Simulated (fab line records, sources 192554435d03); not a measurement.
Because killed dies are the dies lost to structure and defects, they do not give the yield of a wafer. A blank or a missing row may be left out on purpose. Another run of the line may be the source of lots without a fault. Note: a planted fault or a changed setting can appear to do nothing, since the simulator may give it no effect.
fab line records	flow n5-finfet	part 1 of 2: steps 1 to 20 of 27
record lots=5	wafers=15	last-day=17
route steps=1938 shown DUMMY_GATE@224
lots untouched by any fault: they come from a run of this same line in which no faults occurred
start-h: the number of hours between the record's first day and the start of the first shown wafer of the lot	wait-h: hours from the lot's prior step to this one	" same as the row above	L1.1+2: several wafers, shown together as one row	- no value, or no start given	* or withheld: withheld	< > ~ a bound
route shown NAME@n: NAME is a module with steps in the file, n the number in the route of the first one	usual: mean and standard deviation over wafers with no fault	same: alike in all rows	chamber/n: place in a boat	sites: the reading at each site	_std_site: their standard deviation	_edge_site: inner sites' mean taken away from outer sites' mean	radius-mm: for every site, how far away it sits from the centre of the wafer	mask NAME#n: copy n	behind: the most recent tool/chamber to have shaped the wafer	hold: reason for holding the lot/hours on hold/outcome of the hold	device: which transistor (n, p or np) failed to switch	end of line: the route-end tests of the same wafers	where a step has no rows: the recipe by itself	killed: at the first sort, the dies lost to defects and structure; wafer yield is something else	map: the dies of a wafer, with x for killed, . for not killed, _ for no die there
set.NAME: the setting that was run; set.NAME@STEP: the one run at that earlier step	model.NAME: the simulator's own value behind a step, which no gauge read
lots at some steps of the route; a table a step, a row a wafer
services: from which hour (start-h, from the record's first day; less than 0 if before it) a tool's chamber was out of use, for how many hours, and why
## steps
# step N5_DUMMY_GATE_COAT_28
# recipe resist=underlayer	temp-c=205	time-s=60	spin-rpm=1500	resist-thk-nm=10
# usual plate-temp-C=204.98/0.16
lot.wafer	tool	chamber	start-h	wait-h	plate-temp-C
L081.3	litho-track-01	0	-	-	204.91
L081.4	"	0	"	"	204.98
L081.5	"	0	"	"	204.95
L091.2	litho-track-02	0	-	-	205.24
L091.3	"	0	"	"	205.18
L091.6	"	0	"	"	205.33
L092.4	litho-track-05	0	-	-	205.06
L092.5	"	0	"	"	205.03
L092.6	"	0	"	"	205.00
L093.1	litho-track-01	0	-	-	204.75
L093.2	"	0	"	"	204.91
L093.4	"	0	"	"	205.11
L094.2	litho-track-05	0	-	-	205.30
L094.3	"	0	"	"	204.91
L094.6	"	0	"	"	204.90
# step N5_DUMMY_GATE_COAT_09
# recipe resist=CAR-EUV	spin-rpm=1500	resist-thk-nm=30
lot.wafer	tool	chamber	start-h	wait-h
L081.3+4+5	litho-track-01	0	-	-
L091.2+3+6	litho-track-02	0	-	-
L092.4+5+6	litho-track-05	0	-	-
L093.1+2+4	litho-track-01	0	-	-
L094.2+3+6	litho-track-05	0	-	-
# step N5_DUMMY_GATE_EBR_11
# recipe solvent=PGMEA	ebr-width-mm=1.5
lot.wafer	tool	chamber	start-h	wait-h
L081.3+4+5	litho-track-01	0	-	-
L091.2+3+6	litho-track-02	0	-	-
L092.4+5+6	litho-track-05	0	-	-
L093.1+2+4	litho-track-01	0	-	-
L094.2+3+6	litho-track-05	0	-	-
# step N5_DUMMY_GATE_SOFTBAKE_10
# recipe temp-c=110	time-s=60	resist=CAR-EUV
# usual plate-temp-C=110.01/0.14
lot.wafer	tool	chamber	start-h	wait-h	plate-temp-C
L081.3	litho-track-01	0	-	-	110.06
L081.4	"	0	"	"	109.97
L081.5	"	0	"	"	109.93
L091.2	litho-track-02	0	-	-	109.94
L091.3	"	0	"	"	110.06
L091.6	"	0	"	"	110.06
L092.4	litho-track-05	0	-	-	110.01
L092.5	"	0	"	"	110.07
L092.6	"	0	"	"	109.87
L093.1	litho-track-01	0	-	-	109.63
L093.2	"	0	"	"	109.98
L093.4	"	0	"	"	109.71
L094.2	litho-track-05	0	-	-	110.11
L094.3	"	0	"	"	110.10
L094.6	"	0	"	"	110.10
# step N5_DUMMY_GATE_EXPOSE_12
# recipe mask-id=GATE	na=0.33	source-shape=annular	sigma-inner=0.2	sigma-outer=0.6	polarization=unpolarized	target-cd-nm=25	dose-mj=34
# same na=0.33
lot.wafer	tool	chamber	start-h	wait-h	mask
L081.3+4+5	euv-scanner-02	0	89.27	-	GATE#0
L091.2+3+6	euv-scanner-01	0	147.99	-	GATE#0
L092.4+5+6	euv-scanner-02	0	154.07	-	GATE#0
L093.1+2+4	euv-scanner-02	0	161.10	-	GATE#0
L094.2+3+6	euv-scanner-02	0	165.37	-	GATE#0
# step N5_DUMMY_GATE_PEB_13
# recipe peb-temp-c=100	peb-time-s=60	resist=CAR-EUV
# usual plate-temp-C=100.02/0.14
lot.wafer	tool	chamber	start-h	wait-h	plate-temp-C
L081.3	litho-track-01	0	89.32	0.0	100.05
L081.4	"	0	"	"	100.00
L081.5	"	0	"	"	99.88
L091.2	litho-track-02	0	148.04	0.0	99.95
L091.3	"	0	"	"	99.99
L091.6	"	0	"	"	99.90
L092.4	litho-track-05	0	154.12	0.0	100.17
L092.5	"	0	"	"	100.25
L092.6	"	0	"	"	99.94
L093.1	litho-track-01	0	161.16	0.1	99.91
L093.2	"	0	"	"	100.05
L093.4	"	0	"	"	100.13
L094.2	litho-track-02	0	165.42	0.0	100.05
L094.3	"	0	"	"	99.79
L094.6	"	0	"	"	99.94
# step N5_DUMMY_GATE_DEVELOP_14
# recipe develop-time-s=30	developer=TMAH	resist=CAR-EUV	rinse-liquid=surfactant-rinse	dry=air-spin	dev-temp-c=23
# same develop-time-s=30
lot.wafer	tool	chamber	start-h	wait-h
L081.3+4+5	litho-track-01	0	-	-
L091.2+3+6	litho-track-02	0	-	-
L092.4+5+6	litho-track-05	0	-	-
L093.1+2+4	litho-track-01	0	-	-
L094.2+3+6	litho-track-02	0	-	-
# step N5_DUMMY_GATE_CD_MEAS_15
# recipe target-cd-nm=25.8	landing-energy-ev=500	detector=se-inlens
# usual cd-nm=24.98/0.21
lot.wafer	tool	chamber	start-h	wait-h	cd-nm
L081.3	cd-sem-01	0	89.39	-	25.06
L081.4	"	0	"	"	25.01
L081.5	"	0	"	"	24.70
L091.2	cd-sem-02	0	148.11	-	25.05
L091.3	"	0	"	"	25.07
L091.6	"	0	"	"	24.99
L092.4	cd-sem-01	0	154.19	-	25.02
L092.5	"	0	"	"	24.80
L092.6	"	0	"	"	24.91
L093.1	cd-sem-01	0	161.23	-	24.83
L093.2	"	0	"	"	25.22
L093.4	"	0	"	"	25.02
L094.2	cd-sem-03	0	165.49	-	25.11
L094.3	"	0	"	"	24.99
L094.6	"	0	"	"	25.01
# step N5_DUMMY_GATE_OVL_MEAS_16
# recipe points-per-wafer=522
# usual GATE_OVL=-0.2/0.76
lot.wafer	tool	chamber	start-h	wait-h	GATE_OVL[nm]
L081.3	overlay-01	0	89.43	0.0	-0.2
L081.4	"	0	"	"	-0.1
L081.5	"	0	"	"	-0.9
L091.2	overlay-02	0	148.16	0.0	-0.3
L091.3	"	0	"	"	-1.5
L091.6	"	0	"	"	-1.0
L092.4	overlay-02	0	154.24	0.0	0.3
L092.5	"	0	"	"	-0.5
L092.6	"	0	"	"	-0.6
L093.1	overlay-01	0	161.28	0.0	1.5
L093.2	"	0	"	"	0.3
L093.4	"	0	"	"	0.7
L094.2	overlay-02	0	165.53	0.0	0.2
L094.3	"	0	"	"	0.0
L094.6	"	0	"	"	-0.4
# step N5_DUMMY_GATE_INSPECT_17
# recipe mode=adi	inspect-instrument=brightfield
# usual raw-defect-count=207/51
lot.wafer	tool	chamber	start-h	wait-h	raw-defect-count
L081.3	defect-inspect-02	-	89.48	0.0	165
L081.4	"	-	"	"	223
L081.5	"	-	"	"	160
L091.2	defect-inspect-02	-	148.21	0.0	175
L091.3	"	-	"	"	197
L091.6	"	-	"	"	255
L092.4	defect-inspect-02	-	154.28	0.0	255
L092.5	"	-	"	"	233
L092.6	"	-	"	"	331
L093.1	defect-inspect-01	-	161.34	0.1	197
L093.2	"	-	"	"	249
L093.4	"	-	"	"	213
L094.2	defect-inspect-01	-	165.59	0.0	190
L094.3	"	-	"	"	204
L094.6	"	-	"	"	211
# step N5_DUMMY_GATE_DESCUM_20
# recipe chemistry=O2	time-s=6.2	source-power-w=50	bias-power-w=20	pressure-mtorr=20	rf-frequency-hz=2.712e+07	temp-c=40	resist=CAR-EUV	o2-flow-sccm=225
# usual drypump-motor-current-A=5.86/0.3	oes-product-au=0.80/0.091	rf-vpp-V=243.7/1	showerhead-plenum-p-Torr=2.13/0.039	throttle-valve-pct=20.41/0.23
lot.wafer	tool	chamber	start-h	wait-h	drypump-motor-current-A	oes-product-au	rf-hours-counter-h	rf-vpp-V	showerhead-plenum-p-Torr	throttle-valve-pct
L081.3	rie-diel-01	2	89.51	0.0	5.48	0.71	182	244.0	2.17	20.71
L081.4	"	3	"	"	5.79	0.83	90	242.1	2.03	20.64
L081.5	"	2	"	"	5.49	0.71	-	242.6	2.17	20.70
L091.2	rie-diel-05	0	148.31	0.1	6.06	0.89	33	244.1	2.14	20.57
L091.3	"	3	"	"	6.02	0.71	212	244.5	2.17	20.43
L091.6	"	2	"	"	5.49	0.84	-	244.5	2.13	20.36
L092.4	rie-diel-05	0	154.31	0.0	6.07	0.88	35	244.0	2.14	20.55
L092.5	"	1	"	"	5.88	0.90	-	243.0	2.13	20.02
L092.6	"	2	"	"	5.48	0.83	-	245.2	2.13	20.36
L093.1	rie-diel-05	0	161.37	0.0	6.07	0.89	37	243.9	2.14	20.57
L093.2	"	3	"	"	6.03	0.70	215	243.6	2.16	20.44
L093.4	"	2	"	"	5.47	0.83	58	243.5	2.13	20.38
L094.2	rie-diel-01	3	165.62	0.0	5.78	0.79	112	242.6	2.02	20.65
L094.3	"	1	"	"	5.93	0.69	226	241.3	2.06	20.38
L094.6	"	3	"	"	5.79	0.79	-	242.5	2.02	20.65
# step N5_DUMMY_GATE_ETCH_29
# recipe chemistry=N2/H2	target=underlayer	target-depth-a=130	ion-energy-ev=200	pressure-mtorr=30	source-w=840	bias-w=150	n2-flow-sccm=200	h2-flow-sccm=200
# usual drypump-motor-current-A=5.87/0.3	oes-product-au=0.81/0.092	rf-vpp-V=524.9/1.4	showerhead-plenum-p-Torr=2.58/0.044	throttle-valve-pct=17.86/0.25
lot.wafer	tool	chamber	start-h	wait-h	drypump-motor-current-A	oes-product-au	rf-hours-counter-h	rf-vpp-V	showerhead-plenum-p-Torr	throttle-valve-pct
L081.3	rie-diel-01	2	89.58	0.0	5.51	0.71	182	526.1	2.64	18.18
L081.4	"	3	"	"	5.80	0.82	90	523.3	2.47	18.09
L081.5	"	2	"	"	5.48	0.71	-	527.2	2.64	18.17
L091.2	rie-diel-05	0	148.38	0.0	6.10	0.91	33	524.1	2.59	17.96
L091.3	"	3	"	"	6.04	0.71	212	528.3	2.63	17.92
L091.6	"	2	"	"	5.49	0.83	-	525.7	2.59	17.78
L092.4	rie-diel-05	0	154.38	0.0	6.05	0.90	35	523.8	2.59	17.98
L092.5	"	1	"	"	5.87	0.88	-	524.8	2.58	17.42
L092.6	"	2	"	"	5.49	0.84	-	522.7	2.59	17.79
L093.1	rie-diel-05	0	161.44	0.0	6.05	0.89	37	524.7	2.59	17.97
L093.2	"	3	"	"	6.05	0.71	215	526.5	2.63	17.94
L093.4	"	2	"	"	5.49	0.83	58	524.0	2.59	17.80
L094.2	rie-diel-01	3	165.68	0.0	5.78	0.80	112	521.9	2.46	18.14
L094.3	"	1	"	"	5.92	0.68	226	522.7	2.51	17.87
L094.6	"	3	"	"	5.79	0.80	-	521.1	2.46	18.14
# step N5_DUMMY_GATE_ETCH_36
# recipe chemistry=CF4	target=SiARC	target-depth-a=130	pressure-mtorr=40	source-w=545	bias-w=36	Ar_flow_sccm=100	cf4-flow-sccm=100	ion-energy-ev=80
# usual drypump-motor-current-A=5.86/0.3	oes-product-au=0.81/0.094	rf-vpp-V=184.5/0.88	showerhead-plenum-p-Torr=2.17/0.034	throttle-valve-pct=15.58/0.23
lot.wafer	tool	chamber	start-h	wait-h	drypump-motor-current-A	oes-product-au	rf-hours-counter-h	rf-vpp-V	showerhead-plenum-p-Torr	throttle-valve-pct
L081.3	rie-diel-01	2	89.62	0.0	5.47	0.70	182	186.7	2.22	15.88
L081.4	"	3	"	"	5.75	0.82	90	184.2	2.08	15.79
L081.5	"	2	"	"	5.47	0.71	-	185.7	2.22	15.90
L091.2	rie-diel-05	0	148.42	0.0	6.04	0.91	33	184.8	2.18	15.65
L091.3	"	3	"	"	6.02	0.71	212	185.9	2.20	15.62
L091.6	"	2	"	"	5.47	0.83	-	184.3	2.17	15.42
L092.4	rie-diel-05	0	154.42	0.0	6.10	0.90	35	185.6	2.18	15.65
L092.5	"	1	"	"	5.85	0.90	-	186.1	2.18	15.25
L092.6	"	2	"	"	5.47	0.84	-	185.0	2.17	15.45
L093.1	rie-diel-05	0	161.48	0.0	6.08	0.90	37	185.1	2.18	15.66
L093.2	"	3	"	"	6.03	0.70	215	185.2	2.20	15.60
L093.4	"	2	"	"	5.50	0.83	58	183.7	2.17	15.45
L094.2	rie-diel-01	3	165.72	0.0	5.77	0.81	112	182.4	2.07	15.83
L094.3	"	1	"	"	5.92	0.69	226	183.4	2.12	15.72
L094.6	"	3	"	"	5.76	0.80	-	183.2	2.07	15.84
# step N5_DUMMY_GATE_ETCH_37
# recipe chemistry=N2/H2	target=SOC	target-depth-a=600	overetch-a=300	temp-c=40	ion-energy-ev=200	pressure-mtorr=30	source-w=840	bias-w=150	n2-flow-sccm=200	h2-flow-sccm=200
# usual drypump-motor-current-A=5.9/0.3	oes-product-au=0.63/0.07	rf-vpp-V=525.0/1.6	showerhead-plenum-p-Torr=2.58/0.044	throttle-valve-pct=17.79/0.25
lot.wafer	tool	chamber	start-h	wait-h	drypump-motor-current-A	oes-product-au	rf-hours-counter-h	rf-vpp-V	showerhead-plenum-p-Torr	throttle-valve-pct
L081.3	rie-diel-01	2	89.66	0.0	5.5	0.57	182	527.7	2.64	18.12
L081.4	"	3	"	"	5.8	0.64	90	521.1	2.47	18.02
L081.5	"	2	"	"	5.5	0.56	-	525.7	2.64	18.10
L091.2	rie-diel-05	0	148.46	0.0	6.1	0.70	33	525.2	2.59	17.88
L091.3	"	3	"	"	6.0	0.57	212	526.7	2.63	17.87
L091.6	"	2	"	"	5.5	0.66	-	524.7	2.59	17.70
L092.4	rie-diel-05	0	154.46	0.0	6.1	0.69	35	526.5	2.59	17.88
L092.5	"	1	"	"	5.9	0.71	-	524.3	2.58	17.35
L092.6	"	2	"	"	5.5	0.66	-	526.0	2.59	17.72
L093.1	rie-diel-05	0	161.52	0.0	6.1	0.70	37	523.9	2.59	17.88
L093.2	"	3	"	"	6.0	0.56	215	526.4	2.63	17.86
L093.4	"	2	"	"	5.5	0.66	58	525.1	2.59	17.71
L094.2	rie-diel-01	3	165.76	0.0	5.8	0.63	112	521.7	2.46	18.07
L094.3	"	1	"	"	5.9	0.54	226	523.5	2.51	17.80
L094.6	"	3	"	"	5.8	0.63	-	520.1	2.46	18.08
# step N5_DUMMY_GATE_STRIP_38
# recipe chemistry=N2/H2	temp-c=40	n2-flow-sccm=200	h2-flow-sccm=200	rf-frequency-hz=6e+07
lot.wafer	tool	chamber	start-h	wait-h
L081.3+4+5	rie-diel-01	2,3,2	89.70	0.0
L091.2+3+6	rie-diel-05	0,3,2	148.50	0.0
L092.4+5+6	rie-diel-05	0,1,2	154.50	0.0
L093.1+2+4	rie-diel-05	0,3,2	161.56	0.0
L094.2+3+6	rie-diel-01	3,1,3	165.80	0.0
# step N5_DUMMY_GATE_STRIP_39
# recipe chemistry=N2/H2	temp-c=40	n2-flow-sccm=200	h2-flow-sccm=200	rf-frequency-hz=6e+07
lot.wafer	tool	chamber	start-h	wait-h
L081.3+4+5	rie-diel-01	2,3,2	89.71	0.0
L091.2+3+6	rie-diel-05	0,3,2	148.51	0.0
L092.4+5+6	rie-diel-05	0,1,2	154.51	0.0
L093.1+2+4	rie-diel-05	0,3,2	161.57	0.0
L094.2+3+6	rie-diel-01	3,1,3	165.81	0.0
# step N5_DUMMY_GATE_TRIM_49
# recipe chemistry=O2	resist=SOC	time-s=29	target-cd-nm=14	source-power-w=300	bias-power-w=0	O2_flow_sccm=100	temp-c=20
# usual drypump-motor-current-A=5.7/0.46	oes-product-au=1.004/0.014	throttle-valve-pct=8.16/0.12
lot.wafer	tool	chamber	start-h	wait-h	drypump-motor-current-A	oes-product-au	rf-hours-counter-h	throttle-valve-pct
L081.3	rie-si-04	1	89.74	0.0	6.4	0.999	128	8.20
L081.4	"	3	"	"	5.9	0.981	85	8.03
L081.5	"	1	"	"	6.4	1.004	-	8.19
L091.2	rie-si-04	2	148.54	0.0	5.2	0.986	74	8.16
L091.3	"	1	"	"	6.4	0.992	129	8.20
L091.6	"	2	"	"	5.2	0.992	-	8.19
L092.4	rie-si-04	1	154.54	0.0	6.4	1.007	129	8.18
L092.5	"	0	"	"	5.9	0.995	-	8.17
L092.6	"	1	"	"	6.4	0.994	-	8.19
L093.1	rie-si-04	3	161.60	0.0	5.9	0.960	86	8.05
L093.2	"	2	"	"	5.2	0.989	75	8.17
L093.4	"	1	"	"	6.4	0.999	129	8.20
L094.2	rie-si-03	3	165.85	0.0	6.4	1.011	8	8.21
L094.3	"	0	"	"	5.6	1.007	191	8.10
L094.6	"	1	"	"	5.4	1.018	-	7.95
# step N5_DUMMY_GATE_STRIP_40
# recipe chemistry=CF4	resist=SiARC	power-w=300	bias-power-w=75	pressure-mtorr=50	cf4-flow-sccm=150	rf-frequency-hz=6e+07
# usual drypump-motor-current-A=5.9/0.34	oes-product-au=0.77/0.075	rf-vpp-V=271.6/1.2	showerhead-plenum-p-Torr=1.818/0.027	throttle-valve-pct=13.58/0.23
lot.wafer	tool	chamber	start-h	wait-h	drypump-motor-current-A	oes-product-au	rf-hours-counter-h	rf-vpp-V	showerhead-plenum-p-Torr	throttle-valve-pct
L081.3	rie-diel-05	2	89.84	0.1	5.5	0.84	38	271.6	1.819	13.34
L081.4	"	3	"	"	6.0	0.71	196	272.9	1.842	13.56
L081.5	"	0	"	"	6.1	0.92	-	271.8	1.833	13.53
L091.2	rie-diel-05	0	148.74	0.2	6.1	0.88	33	272.1	1.828	13.57
L091.3	"	2	"	"	5.5	0.82	54	270.1	1.814	13.37
L091.6	"	3	"	"	6.0	0.70	-	272.5	1.837	13.58
L092.4	rie-diel-02	0	154.65	0.1	5.4	0.80	-	271.1	1.817	13.48
L092.5	"	1	"	"	6.3	0.73	-	272.1	1.796	13.83
L092.6	"	3	"	"	5.6	0.74	-	272.3	1.804	13.40
L093.1	rie-diel-05	3	161.70	0.1	6.0	0.71	216	273.8	1.837	13.61
L093.2	"	1	"	"	5.9	0.88	33	271.7	1.828	13.21
L093.4	"	2	"	"	5.5	0.82	58	272.6	1.813	13.38
L094.2	rie-diel-02	0	166.01	0.1	5.4	0.80	75	270.1	1.816	13.49
L094.3	"	1	"	"	6.3	0.72	169	271.4	1.795	13.85
L094.6	"	2	"	"	6.3	0.97	-	272.0	1.834	13.44
# step N5_DUMMY_GATE_CD_MEAS_50
# recipe target-cd-nm=14
# usual cd-nm=14.0/0.3
lot.wafer	tool	chamber	start-h	wait-h	cd-nm
L081.3	cd-sem-02	-	89.89	0.0	14.1
L081.4	"	-	"	"	14.1
L081.5	"	-	"	"	14.2
L091.2	cd-sem-01	-	148.80	0.0	13.6
L091.3	"	-	"	"	14.0
L091.6	"	-	"	"	14.3
L092.4	cd-sem-03	-	154.70	0.0	14.0
L092.5	"	-	"	"	14.1
L092.6	"	-	"	"	13.9
L093.1	cd-sem-03	-	161.75	0.0	14.1
L093.2	"	-	"	"	13.9
L093.4	"	-	"	"	14.3
L094.2	cd-sem-03	-	166.06	0.0	13.8
L094.3	"	-	"	"	14.3
L094.6	"	-	"	"	14.2
# step N5_DUMMY_GATE_ETCH_31
# recipe chemistry=C4F6/O2	target=SiO2	mask-material=SOC	target-depth-a=825	time-s=27.5	ion-energy-ev=250	pressure-mtorr=30	source-w=345	bias-w=185	Ar_flow_sccm=300	C4F6_flow_sccm=10	O2_flow_sccm=10
# usual drypump-motor-current-A=5.9/0.34	oes-product-au=0.80/0.092	rf-vpp-V=667/5.1	showerhead-plenum-p-Torr=2.89/0.043	throttle-valve-pct=21.14/0.22
lot.wafer	tool	chamber	start-h	wait-h	drypump-motor-current-A	oes-product-au	rf-hours-counter-h	rf-vpp-V	showerhead-plenum-p-Torr	throttle-valve-pct
L081.3	rie-diel-02	2	90.15	0.3	6.3	0.70	234	667	2.92	21.54
L081.4	"	0	"	"	5.4	0.84	49	661	2.89	21.09
L081.5	"	1	"	"	6.4	0.76	-	667	2.85	21.37
L091.2	rie-diel-01	1	148.84	0.0	5.9	0.69	221	659	2.82	21.15
L091.3	"	0	"	"	6.3	0.68	240	672	2.92	21.01
L091.6	"	2	"	"	5.5	0.70	-	677	2.93	21.40
L092.4	rie-diel-02	3	154.76	0.1	5.7	0.75	-	667	2.85	20.93
L092.5	"	1	"	"	6.4	0.74	-	668	2.84	21.41
L092.6	"	0	"	"	5.4	0.81	-	660	2.88	21.12
L093.1	rie-diel-05	2	161.79	0.0	5.5	0.82	58	674	2.88	21.04
L093.2	"	1	"	"	5.9	0.89	33	663	2.90	20.80
L093.4	"	3	"	"	6.0	0.70	216	669	2.94	21.15
L094.2	rie-diel-02	1	166.14	0.1	6.3	0.74	169	667	2.83	21.40
L094.3	"	0	"	"	5.4	0.81	75	659	2.88	21.13
L094.6	"	2	"	"	6.3	1.00	-	666	2.92	21.23
